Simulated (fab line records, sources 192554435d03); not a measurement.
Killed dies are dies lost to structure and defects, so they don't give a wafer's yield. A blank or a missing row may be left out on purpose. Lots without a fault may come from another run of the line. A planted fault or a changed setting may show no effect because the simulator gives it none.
fab line records | flow n5_finfet
record lots=24 wafers=72 last_day=17
route steps=1938 shown BEOL_M0@718 BEOL_M1@766
lots that met no fault: from a run of the same line without faults
start_h: hours from the record's first day to the start of the lot's first wafer shown | wait_h: hours since the lot's step before | " the same as in the row above | L1.1+2: a row that stands for several wafers | - no value, or no start given | * or withheld: withheld | < > ~ a bound
route shown NAME@n: a module of which the file shows steps, and the number in the route of the first | usual: mean/standard deviation of fault-free wafers | same: alike in all rows | chamber/n: place in a boat | sites: the reading at each site | _std_site: their standard deviation | _edge_site: outer sites' mean less inner sites' | radius_mm: how far each site lies from the wafer's centre | mask NAME#n: copy n | behind: the tool/chamber that last shaped the wafer | hold: why the lot was held/for how many hours/how that ended | device: the transistor (n, p or np) that didn't switch | end of line: the same wafers' tests at the end of the route | a step without rows: its recipe alone | killed: dies lost to structure and defects at the first sort, not the wafer's yield | map: a wafer's dies, x killed, . not, _ none there
set.NAME: the setting as run; set.NAME@STEP: as run at that earlier step | model.NAME: the simulator's own value behind a step, which no gauge read
steps of the route over a sample of lots; a table a step, a row a wafer
services: from which hour (start_h, from the record's first day; less than 0 if before it) a tool's chamber was out of use, for how many hours, and why
## steps
# step N5_BEOL_M0_STRIP_104
# recipe chemistry=N2/H2 power_w=450 temp_c=40 pressure_mtorr=20 rf_frequency_hz=6e+07 overash_fraction=0.3 bias_power_w=7 h2_frac=0.5 n2_flow_sccm=200 h2_flow_sccm=200
# usual drypump_motor_current_A=5.7/0.39 n2_flow_sccm=200.0/0.56 oes_product_au=0.84/0.074 rf_vpp_V=59.4/1.6 showerhead_plenum_p_Torr=2.60/0.084 throttle_valve_pct=23.7/0.4
# columns lot.wafer tool chamber start_h wait_h drypump_motor_current_A n2_flow_sccm oes_product_au rf_hours_counter_h rf_vpp_V showerhead_plenum_p_Torr throttle_valve_pct
L074.1 rie_diel-06 0 114.33 0.0 6.1 200.4 0.90 29 59.4 2.71 23.4
L074.2 " 1 " " 6.1 200.6 0.79 81 57.5 2.44 23.3
L074.6 " 2 " " 5.1 201.1 0.94 - 60.7 2.60 23.3
L075.2 rie_diel-03 0 126.49 0.0 6.1 200.5 0.85 79 58.4 2.57 24.1
L075.3 " 3 " " 5.7 199.6 0.86 35 62.1 2.59 23.7
L075.6 " 2 " " 5.5 199.9 0.92 - 60.7 2.72 24.1
L076.1 rie_diel-03 2 130.84 0.0 5.5 200.2 0.93 21 60.6 2.72 24.1
L076.3 " 1 " " 5.7 200.9 0.97 3 58.5 2.70 23.1
L076.4 " 3 " " 5.6 200.4 0.86 37 60.3 2.59 23.7
L077.2 rie_diel-03 0 137.01 0.0 6.1 199.8 0.84 84 58.8 2.56 24.1
L077.3 " 3 " " 5.7 199.4 0.86 40 58.2 2.59 23.7
L077.6 " 3 " " 5.6 199.5 0.86 - 62.0 2.59 23.7
L078.1 rie_diel-06 1 142.95 0.0 6.1 199.0 0.80 93 59.2 2.44 23.3
L078.2 " 2 " " 5.1 200.3 0.91 21 53.8 2.60 23.3
L078.5 " 2 " " 5.1 201.1 0.91 - 61.4 2.60 23.4
L079.1 rie_diel-02 0 144.65 0.0 6.4 200.1 0.99 12 57.8 2.49 24.1
L079.5 " 2 " " 5.6 199.8 0.68 - 61.4 2.49 23.8
L079.6 " 1 " " 5.7 199.4 0.70 - 57.9 2.60 23.6
L080.1 rie_diel-03 0 152.18 0.0 6.2 200.5 0.84 88 58.6 2.56 24.2
L080.2 " 2 " " 5.5 199.7 0.90 28 59.0 2.71 24.2
L080.6 " 0 " " 6.1 199.3 0.84 - 60.9 2.56 24.2
L081.3 rie_diel-06 3 156.21 0.0 5.8 200.2 0.85 63 60.5 2.68 23.3
L081.4 " 2 " " 5.1 199.4 0.87 26 61.1 2.59 23.4
L081.5 " 1 " " 6.1 200.1 0.77 - 60.8 2.44 23.3
L082.1 rie_diel-02 2 160.47 0.0 5.6 199.2 0.68 240 60.8 2.49 23.8
L082.3 " 1 " " 5.7 199.8 0.69 250 60.3 2.59 23.5
L082.4 " 3 " " 4.9 199.9 0.81 78 58.8 2.58 23.4
L083.4 rie_diel-06 2 166.09 0.0 5.1 200.2 0.89 31 58.8 2.59 23.4
L083.5 " 0 " " 6.2 199.1 0.87 - 60.8 2.70 23.4
L083.6 " 3 " " 5.8 199.5 0.84 - 59.9 2.68 23.3
L084.2 rie_diel-02 2 174.78 0.0 5.6 200.1 0.67 245 61.2 2.49 23.9
L084.4 " 1 " " 5.7 199.8 0.68 255 57.9 2.59 23.6
L084.5 " 2 " " 5.6 200.9 0.67 - 58.6 2.49 23.9
L085.1 rie_diel-02 3 181.60 0.0 4.9 199.8 0.80 85 60.0 2.57 23.4
L085.3 " 3 " " 4.9 200.7 0.81 - 57.8 2.57 23.4
L085.6 " 3 " " 4.9 199.2 0.81 - 61.6 2.57 23.4
L086.2 rie_diel-06 2 188.97 0.0 5.1 200.2 0.88 37 58.7 2.59 23.4
L086.4 " 0 " " 6.1 200.5 0.84 58 59.5 2.70 23.4
L086.6 " 3 " " 5.8 199.9 0.84 - 59.9 2.67 23.3
L087.1 rie_diel-03 2 195.73 0.0 5.5 200.7 0.89 42 58.9 2.71 24.2
L087.3 " 3 " " 5.7 200.7 0.84 60 61.9 2.58 23.8
L087.6 " 0 " " 6.2 199.6 0.82 - 60.9 2.56 24.2
L088.1 rie_diel-03 3 204.65 0.0 5.7 198.8 0.83 63 60.9 2.58 23.7
L088.5 " 0 " " 6.2 199.2 0.82 - 58.9 2.55 24.2
L088.6 " 2 " " 5.5 199.9 0.87 - 62.5 2.71 24.2
L090.2 rie_diel-02 3 213.97 0.0 4.9 200.2 0.80 101 57.4 2.57 23.4
L090.5 " 0 " " 6.5 200.1 0.91 - 58.7 2.48 24.1
L090.6 " 3 " " 5.0 200.4 0.79 - 56.7 2.57 23.4
L089.3 rie_diel-02 3 214.03 0.0 4.9 200.2 0.79 101 60.0 2.57 23.4
L089.4 " 3 " " 4.9 200.8 0.81 - 60.9 2.57 23.4
L089.5 " 0 " " 6.5 199.7 0.93 - 58.4 2.48 24.1
L091.1 rie_diel-03 2 221.65 0.0 5.5 200.3 0.87 51 56.6 2.70 24.2
L091.2 " 3 " " 5.7 200.3 0.84 68 59.2 2.58 23.8
L091.4 " 0 " " 6.1 200.0 0.82 111 58.7 2.55 24.2
L092.2 rie_diel-03 2 224.59 0.0 5.5 200.9 0.88 52 59.7 2.70 24.2
L092.3 " 3 " " 5.6 199.2 0.84 69 60.8 2.58 23.8
L092.4 " 1 " " 5.7 199.4 0.89 30 57.8 2.68 23.1
L093.3 rie_diel-03 0 226.72 0.0 6.1 201.2 0.81 113 59.4 2.55 24.2
L093.4 " 2 " " 5.5 199.5 0.87 53 58.9 2.70 24.2
L093.5 " 0 " " 6.2 200.0 0.82 - 60.3 2.55 24.2
L094.2 rie_diel-03 2 234.32 0.0 5.5 199.6 0.86 55 58.7 2.70 24.2
L094.3 " 0 " " 6.2 199.6 0.81 116 61.5 2.55 24.2
L094.5 " 1 " " 5.7 200.5 0.86 - 55.7 2.68 23.1
L095.4 rie_diel-03 2 244.15 0.0 5.5 199.3 0.87 58 59.2 2.70 24.2
L095.5 " 3 " " 5.6 199.4 0.81 - 59.3 2.58 23.8
L095.6 " 0 " " 6.1 200.1 0.81 - 58.8 2.55 24.2
L096.2 rie_diel-03 2 245.54 0.0 5.5 199.7 0.86 59 58.9 2.70 24.2
L096.3 " 1 " " 5.7 200.5 0.87 37 59.5 2.68 23.1
L096.6 " 0 " " 6.1 198.7 0.81 - 59.0 2.55 24.2
L097.1 rie_diel-03 3 252.32 0.0 5.7 200.4 0.82 78 57.4 2.58 23.8
L097.3 " 1 " " 5.6 200.0 0.86 39 60.9 2.68 23.1
L097.4 " 2 " " 5.5 199.4 0.85 60 57.8 2.70 24.2
# step N5_BEOL_M0_DEGAS_112
# recipe ambient=vacuum temp_c=250 time_s=60
# usual heater_power_w=326/36
# columns lot.wafer tool chamber start_h wait_h heater_power_w
L074.1 pvd_sputter-02 - 115.30 0.4 271
L074.2 " - " " 289
L074.6 " - " " 339
L075.2 pvd_sputter-02 - 127.16 0.1 330
L075.3 " - " " 310
L075.6 " - " " 334
L076.1 pvd_sputter-03 - 131.89 0.4 318
L076.3 " - " " 379
L076.4 " - " " 343
L077.2 pvd_sputter-03 - 137.86 0.3 384
L077.3 " - " " 314
L077.6 " - " " 384
L078.1 pvd_sputter-02 - 143.77 0.3 286
L078.2 " - " " 335
L078.5 " - " " 288
L079.1 pvd_sputter-03 - 145.36 0.0 324
L079.5 " - " " 320
L079.6 " - " " 380
L080.1 pvd_sputter-01 - 155.38 1.3 285
L080.2 " - " " 394
L080.6 " - " " 278
L081.3 pvd_sputter-01 - 156.84 0.1 312
L081.4 " - " " 286
L081.5 " - " " 396
L082.1 pvd_sputter-02 - 161.43 0.2 284
L082.3 " - " " 290
L082.4 " - " " 335
L083.4 pvd_sputter-01 - 167.32 0.6 316
L083.5 " - " " 282
L083.6 " - " " 311
L084.2 pvd_sputter-02 - 175.73 0.0 276
L084.4 " - " " 339
L084.5 " - " " 305
L085.1 pvd_sputter-02 - 182.88 0.4 342
L085.3 " - " " 276
L085.6 " - " " 286
L086.2 pvd_sputter-03 - 190.32 0.8 315
L086.4 " - " " 345
L086.6 " - " " 325
L087.1 pvd_sputter-02 - 196.43 0.2 341
L087.3 " - " " 282
L087.6 " - " " 311
L088.1 pvd_sputter-02 - 205.47 0.2 313
L088.5 " - " " 289
L088.6 " - " " 333
L090.2 pvd_sputter-01 - 214.75 0.2 381
L090.5 " - " " 305
L090.6 " - " " 390
L089.3 pvd_sputter-01 - 214.97 0.3 395
L089.4 " - " " 277
L089.5 " - " " 345
L091.1 pvd_sputter-03 - 222.34 0.2 315
L091.2 " - " " 382
L091.4 " - " " 339
L092.2 pvd_sputter-01 - 225.98 0.8 319
L092.3 " - " " 396
L092.4 " - " " 365
L093.3 pvd_sputter-01 - 227.48 0.2 401
L093.4 " - " " 308
L093.5 " - " " 280
L094.2 pvd_sputter-01 - 235.27 0.4 351
L094.3 " - " " 385
L094.5 " - " " 272
L095.4 pvd_sputter-01 - 245.45 0.7 338
L095.5 " - " " 348
L095.6 " - " " 393
L096.2 pvd_sputter-01 - 246.73 0.7 350
L096.3 " - " " 282
L096.6 " - " " 350
L097.1 pvd_sputter-01 - 253.31 0.5 357
L097.3 " - " " 308
L097.4 " - " " 387
# step N5_BEOL_M0_ANNEAL_133
# recipe temp_c=400 time_s=60 ambient=vacuum
# usual heater_power_w=815/90
# columns lot.wafer tool chamber start_h wait_h heater_power_w
L074.1 pvd_sputter-01 - 116.52 0.0 873
L074.2 " - " " 712
L074.6 " - " " 870
L075.2 pvd_sputter-02 - 129.58 0.0 714
L075.3 " - " " 792
L075.6 " - " " 753
L076.1 pvd_sputter-01 - 134.84 0.0 752
L076.3 " - " " 851
L076.4 " - " " 697
L077.2 pvd_sputter-03 - 138.75 0.0 802
L077.3 " - " " 838
L077.6 " - " " 806
L078.1 pvd_sputter-03 - 144.64 0.0 786
L078.2 " - " " 956
L078.5 " - " " 885
L079.1 pvd_sputter-01 - 146.11 0.0 973
L079.5 " - " " 702
L079.6 " - " " 773
L080.1 pvd_sputter-03 - 156.16 0.0 952
L080.2 " - " " 787
L080.6 " - " " 786
L081.3 pvd_sputter-02 - 157.73 0.0 718
L081.4 " - " " 704
L081.5 " - " " 765
L082.1 pvd_sputter-03 - 163.79 0.0 777
L082.3 " - " " 858
L082.4 " - " " 806
L083.4 pvd_sputter-01 - 168.20 0.0 878
L083.5 " - " " 982
L083.6 " - " " 870
L084.2 pvd_sputter-01 - 176.43 0.0 853
L084.4 " - " " 978
L084.5 " - " " 995
L085.1 pvd_sputter-02 - 185.48 0.0 716
L085.3 " - " " 769
L085.6 " - " " 708
L086.2 pvd_sputter-02 - 191.33 0.0 717
L086.4 " - " " 850
L086.6 " - " " 764
L087.1 pvd_sputter-03 - 198.54 0.0 807
L087.3 " - " " 896
L087.6 " - " " 883
L088.1 pvd_sputter-02 - 206.21 0.0 763
L088.5 " - " " 693
L088.6 " - " " 845
L090.2 pvd_sputter-01 - 215.67 0.0 860
L090.5 " - " " 984
L090.6 " - " " 788
L089.3 pvd_sputter-01 - 216.29 0.0 871
L089.4 " - " " 704
L089.5 " - " " 768
L091.1 pvd_sputter-02 - 223.78 0.0 753
L091.2 " - " " 850
L091.4 " - " " 718
L092.2 pvd_sputter-02 - 226.76 0.0 724
L092.3 " - " " 781
L092.4 " - " " 726
L093.3 pvd_sputter-03 - 228.77 0.0 904
L093.4 " - " " 940
L093.5 " - " " 881
L094.2 pvd_sputter-01 - 237.75 0.0 977
L094.3 " - " " 861
L094.5 " - " " 699
L095.4 pvd_sputter-02 - 246.37 0.0 821
L095.5 " - " " 696
L095.6 " - " " 764
L096.2 pvd_sputter-01 - 247.73 0.0 710
L096.3 " - " " 978
L096.6 " - " " 968
L097.1 pvd_sputter-01 - 255.74 0.0 873
L097.3 " - " " 700
L097.4 " - " " 777
# step N5_BEOL_M0_ANNEAL_135
# recipe temp_c=400 time_s=60 ambient=vacuum
# usual heater_power_w=816/90
# columns lot.wafer tool chamber start_h wait_h heater_power_w
L074.1 pvd_sputter-01 - 116.64 0.0 876
L074.2 " - " " 735
L074.6 " - " " 868
L075.2 pvd_sputter-02 - 129.70 0.0 722
L075.3 " - " " 763
L075.6 " - " " 766
L076.1 pvd_sputter-01 - 134.96 0.0 769
L076.3 " - " " 856
L076.4 " - " " 707
L077.2 pvd_sputter-03 - 138.87 0.0 779
L077.3 " - " " 845
L077.6 " - " " 825
L078.1 pvd_sputter-03 - 144.76 0.0 805
L078.2 " - " " 926
L078.5 " - " " 884
L079.1 pvd_sputter-01 - 146.23 0.0 962
L079.5 " - " " 703
L079.6 " - " " 768
L080.1 pvd_sputter-03 - 156.28 0.0 926
L080.2 " - " " 796
L080.6 " - " " 788
L081.3 pvd_sputter-02 - 157.85 0.0 709
L081.4 " - " " 704
L081.5 " - " " 762
L082.1 pvd_sputter-03 - 163.91 0.0 808
L082.3 " - " " 865
L082.4 " - " " 788
L083.4 pvd_sputter-01 - 168.32 0.0 863
L083.5 " - " " 968
L083.6 " - " " 861
L084.2 pvd_sputter-01 - 176.55 0.0 893
L084.4 " - " " 964
L084.5 " - " " 968
L085.1 pvd_sputter-02 - 185.60 0.0 691
L085.3 " - " " 779
L085.6 " - " " 714
L086.2 pvd_sputter-02 - 191.45 0.0 698
L086.4 " - " " 857
L086.6 " - " " 782
L087.1 pvd_sputter-03 - 198.66 0.0 797
L087.3 " - " " 962
L087.6 " - " " 901
L088.1 pvd_sputter-02 - 206.33 0.0 786
L088.5 " - " " 722
L088.6 " - " " 846
L090.2 pvd_sputter-01 - 215.79 0.0 874
L090.5 " - " " 975
L090.6 " - " " 767
L089.3 pvd_sputter-01 - 216.41 0.0 861
L089.4 " - " " 696
L089.5 " - " " 773
L091.1 pvd_sputter-02 - 223.90 0.0 764
L091.2 " - " " 843
L091.4 " - " " 704
L092.2 pvd_sputter-02 - 226.88 0.0 711
L092.3 " - " " 764
L092.4 " - " " 702
L093.3 pvd_sputter-03 - 228.89 0.0 872
L093.4 " - " " 963
L093.5 " - " " 876
L094.2 pvd_sputter-01 - 237.87 0.0 998
L094.3 " - " " 880
L094.5 " - " " 705
L095.4 pvd_sputter-02 - 246.49 0.0 836
L095.5 " - " " 720
L095.6 " - " " 761
L096.2 pvd_sputter-01 - 247.85 0.0 699
L096.3 " - " " 968
L096.6 " - " " 978
L097.1 pvd_sputter-01 - 255.86 0.0 890
L097.3 " - " " 699
L097.4 " - " " 766
# step N5_BEOL_M1_INSPECT_13
# recipe mode=adi inspect_instrument=brightfield
# usual raw_defect_count=399/100
# columns lot.wafer tool chamber start_h wait_h raw_defect_count
L074.1 defect_inspect-01 - 120.38 0.1 352
L074.2 " - " " 500
L074.6 " - " " 345
L075.2 defect_inspect-01 - 131.94 0.0 285
L075.3 " - " " 385
L075.6 " - " " 430
L076.1 defect_inspect-01 - 136.94 0.1 338
L076.3 " - " " 475
L076.4 " - " " 391
L077.2 defect_inspect-02 - 143.67 0.0 385
L077.3 " - " " 368
L077.6 " - " " 289
L078.1 defect_inspect-02 - 149.60 0.1 372
L078.2 " - " " 273
L078.5 " - " " 363
L079.1 defect_inspect-02 - 150.00 0.1 230
L079.5 " - " " 369
L079.6 " - " " 225
L080.1 defect_inspect-01 - 158.86 0.1 285
L080.2 " - " " 311
L080.6 " - " " 278
L081.3 defect_inspect-01 - 161.15 0.0 490
L081.4 " - " " 373
L081.5 " - " " 494
L082.1 defect_inspect-01 - 167.34 0.1 310
L082.3 " - " " 367
L082.4 " - " " 412
L083.4 defect_inspect-02 - 173.68 0.0 459
L083.5 " - " " 357
L083.6 " - " " 384
L084.2 defect_inspect-02 - 183.02 0.0 472
L084.4 " - " " 564
L084.5 " - " " 470
L085.1 defect_inspect-02 - 187.52 0.1 404
L085.3 " - " " 520
L085.6 " - " " 362
L086.2 defect_inspect-01 - 195.45 0.2 453
L086.4 " - " " 500
L086.6 " - " " 413
L087.1 defect_inspect-02 - 203.91 0.1 536
L087.3 " - " " 429
L087.6 " - " " 434
L088.1 defect_inspect-02 - 209.61 0.1 625
L088.5 " - " " 714
L088.6 " - " " 638
L090.2 defect_inspect-02 - 218.46 0.0 502
L090.5 " - " " 516
L090.6 " - " " 385
L089.3 defect_inspect-02 - 219.20 0.1 415
L089.4 " - " " 281
L089.5 " - " " 245
L091.1 defect_inspect-01 - 226.71 0.1 290
L091.2 " - " " 476
L091.4 " - " " 508
L092.2 defect_inspect-01 - 229.81 0.0 270
L092.3 " - " " 270
L092.4 " - " " 257
L093.3 defect_inspect-01 - 230.69 0.0 291
L093.4 " - " " 280
L093.5 " - " " 462
L094.2 defect_inspect-02 - 241.77 0.0 346
L094.3 " - " " 362
L094.5 " - " " 380
L095.4 defect_inspect-02 - 250.38 0.0 273
L095.5 " - " " 342
L095.6 " - " " 262
L096.2 defect_inspect-02 - 251.96 0.0 396
L096.3 " - " " 405
L096.6 " - " " 514
L097.1 defect_inspect-02 - 259.52 0.1 558
L097.3 " - " " 503
L097.4 " - " " 430
# step N5_BEOL_M1_STRIP_19
# recipe chemistry=O2 power_w=400 temp_c=40 pressure_mtorr=30 rf_frequency_hz=6e+07 bias_power_w=0 overash_fraction=0.2 o2_flow_sccm=225
# usual drypump_motor_current_A=5.8/0.53 oes_product_au=0.80/0.08 rf_vpp_V=3.6/0.53 showerhead_plenum_p_Torr=2.11/0.067 throttle_valve_pct=16.66/0.23
# columns lot.wafer tool chamber start_h wait_h drypump_motor_current_A oes_product_au rf_hours_counter_h rf_vpp_V showerhead_plenum_p_Torr throttle_valve_pct
L074.1 rie_diel-05 1 120.96 0.1 5.8 0.76 134 3.4 2.01 16.87
L074.2 " 2 " " 5.2 0.77 155 3.0 2.09 16.45
L074.6 " 1 " " 5.8 0.76 - 4.1 2.01 16.88
L075.2 rie_diel-01 2 132.34 0.1 5.3 1.00 0 3.3 2.06 16.52
L075.3 " 1 " " 5.5 0.89 58 3.3 2.14 16.24
L075.6 " 0 " " 6.7 0.89 - 4.1 2.23 16.56
L076.1 rie_diel-04 2 137.35 0.1 6.4 0.75 124 3.7 2.00 16.88
L076.3 " 1 " " 5.6 0.80 101 2.7 2.13 16.68
L076.4 " 3 " " 5.4 0.69 230 3.2 2.14 16.55
L077.2 rie_diel-01 2 144.16 0.2 5.3 0.96 4 3.4 2.06 16.55
L077.3 " 0 " " 6.7 0.88 47 3.6 2.22 16.57
L077.6 " 2 " " 5.4 0.98 - 4.0 2.06 16.53
L078.1 rie_diel-01 0 149.99 0.1 6.7 0.88 49 3.9 2.22 16.56
L078.2 " 1 " " 5.5 0.88 64 3.2 2.14 16.26
L078.5 " 0 " " 6.7 0.88 - 2.9 2.22 16.58
L079.1 rie_diel-04 2 150.40 0.1 6.5 0.76 127 2.5 2.00 16.89
L079.5 " 0 " " 6.5 0.72 - 3.2 2.15 16.80
L079.6 " 3 " " 5.4 0.69 - 3.7 2.14 16.56
L080.1 rie_diel-05 0 159.25 0.1 5.7 0.80 96 3.8 2.20 16.36
L080.2 " 3 " " 6.3 0.82 92 2.8 2.11 16.96
L080.6 " 1 " " 5.8 0.75 - 3.3 2.01 16.90
L081.3 rie_diel-05 2 161.62 0.1 5.2 0.75 166 3.0 2.09 16.48
L081.4 " 0 " " 5.7 0.81 97 3.6 2.20 16.38
L081.5 " 2 " " 5.2 0.76 - 2.8 2.09 16.47
L082.1 rie_diel-04 0 167.74 0.1 6.5 0.70 227 3.9 2.15 16.82
L082.3 " 1 " " 5.6 0.78 111 3.8 2.12 16.69
L082.4 " 2 " " 6.5 0.74 133 3.0 2.00 16.91
L083.4 rie_diel-04 3 174.07 0.1 5.4 0.68 241 4.0 2.14 16.58
L083.5 " 1 " " 5.6 0.79 - 4.4 2.12 16.69
L083.6 " 0 " " 6.5 0.71 - 3.0 2.15 16.81
L084.2 rie_diel-05 3 183.41 0.1 6.3 0.81 98 3.5 2.11 16.98
L084.4 " 1 " " 5.8 0.74 153 4.2 2.01 16.91
L084.5 " 2 " " 5.2 0.74 - 4.4 2.08 16.50
L085.1 rie_diel-05 2 188.51 0.1 5.2 0.75 174 2.6 2.08 16.50
L085.3 " 1 " " 5.8 0.73 155 4.8 2.01 16.91
L085.6 " 2 " " 5.2 0.74 - 4.4 2.08 16.49
L086.2 rie_diel-01 1 195.85 0.1 5.5 0.86 74 3.4 2.13 16.27
L086.4 " 3 " " 5.2 0.84 52 3.5 2.14 16.82
L086.6 " 0 " " 6.7 0.85 - 3.6 2.22 16.60
L087.1 rie_diel-04 1 204.52 0.2 5.6 0.78 121 3.8 2.12 16.71
L087.3 " 0 " " 6.5 0.69 238 3.0 2.14 16.84
L087.6 " 1 " " 5.6 0.78 - 4.3 2.12 16.72
L088.1 rie_diel-01 1 210.00 0.1 5.5 0.86 78 4.0 2.13 16.29
L088.5 " 3 " " 5.2 0.83 - 3.9 2.14 16.84
L088.6 " 2 " " 5.3 0.93 - 3.8 2.05 16.56
L090.2 rie_diel-05 0 218.95 0.2 5.7 0.79 114 3.0 2.20 16.41
L090.5 " 2 " " 5.2 0.74 - 4.0 2.08 16.51
L090.6 " 1 " " 5.8 0.73 - 3.7 2.00 16.94
L089.3 rie_diel-04 1 219.59 0.1 5.5 0.77 127 3.4 2.12 16.73
L089.4 " 2 " " 6.5 0.73 - 4.5 2.00 16.92
L089.5 " 0 " " 6.5 0.69 - 3.6 2.14 16.82
L091.1 rie_diel-04 0 227.11 0.1 6.5 0.69 247 4.5 2.14 16.85
L091.2 " 2 " " 6.5 0.73 152 3.9 1.99 16.94
L091.4 " 2 " " 6.4 0.73 - 4.2 1.99 16.94
L092.2 rie_diel-04 2 230.30 0.1 6.5 0.73 154 3.9 1.99 16.95
L092.3 " 0 " " 6.5 0.69 248 3.1 2.14 16.84
L092.4 " 1 " " 5.6 0.76 - 4.0 2.12 16.72
L093.3 rie_diel-01 2 231.08 0.1 5.3 0.91 28 5.0 2.05 16.58
L093.4 " 1 " " 5.5 0.85 84 3.9 2.13 16.30
L093.5 " 2 " " 5.4 0.90 - 4.3 2.05 16.57
L094.2 rie_diel-04 1 242.16 0.1 5.5 0.76 134 3.4 2.12 16.74
L094.3 " 3 " " 5.4 0.97 3 4.0 2.13 16.08
L094.5 " 3 " " 5.4 0.96 - 4.1 2.13 16.08
L095.4 rie_diel-01 0 250.78 0.1 6.7 0.84 75 3.3 2.21 16.62
L095.5 " 1 " " 5.5 0.84 - 3.6 2.13 16.30
L095.6 " 2 " " 5.3 0.89 - 3.9 2.05 16.58
L096.2 rie_diel-04 1 252.35 0.1 5.6 0.76 138 3.8 2.12 16.74
L096.3 " 2 " " 6.5 0.72 160 3.4 1.99 16.96
L096.6 " 3 " " 5.4 0.95 - 2.9 2.13 16.08
L097.1 rie_diel-01 3 259.97 0.1 5.2 0.84 71 3.9 2.13 16.87
L097.3 " 2 " " 5.3 0.89 36 3.5 2.05 16.58
L097.4 " 0 " " 6.7 0.84 77 3.9 2.21 16.61
## services
# columns tool chamber start_h hours kind
rie_diel-06 - 92.52 4.2 repair
rie_diel-05 1 95.99 7.9 repair
rie_diel-03 1 96.15 - clean
rie_diel-03 1 96.15 - consumable_replace:focus_ring
rie_diel-03 1 96.15 - consumable_replace:showerhead
rie_diel-03 1 96.15 24.7 scheduled_down
rie_diel-03 1 96.15 24.7 vent_cycle
pvd_sputter-01 - 107.88 1.9 repair
rie_diel-01 3 108.65 45.3 repair
pvd_sputter-03 - 117.71 8.4 repair
rie_diel-05 0 121.56 1.7 repair
pvd_sputter-03 - 169.46 17.4 repair
rie_diel-02 2 177.14 9.3 repair
rie_diel-02 1 178.63 14.1 repair
rie_diel-03 1 186.86 6.5 repair
rie_diel-04 3 202.30 - clean
rie_diel-04 3 202.30 - consumable_replace:focus_ring
rie_diel-04 3 202.30 28.8 scheduled_down
rie_diel-03 1 202.38 5.7 repair
rie_diel-01 - 206.39 0.5 repair
rie_diel-03 - 207.12 0.4 repair
rie_diel-02 2 220.79 6.6 repair
rie_diel-02 3 222.10 1.4 repair
rie_diel-03 2 246.73 2.6 repair
## key
fault none
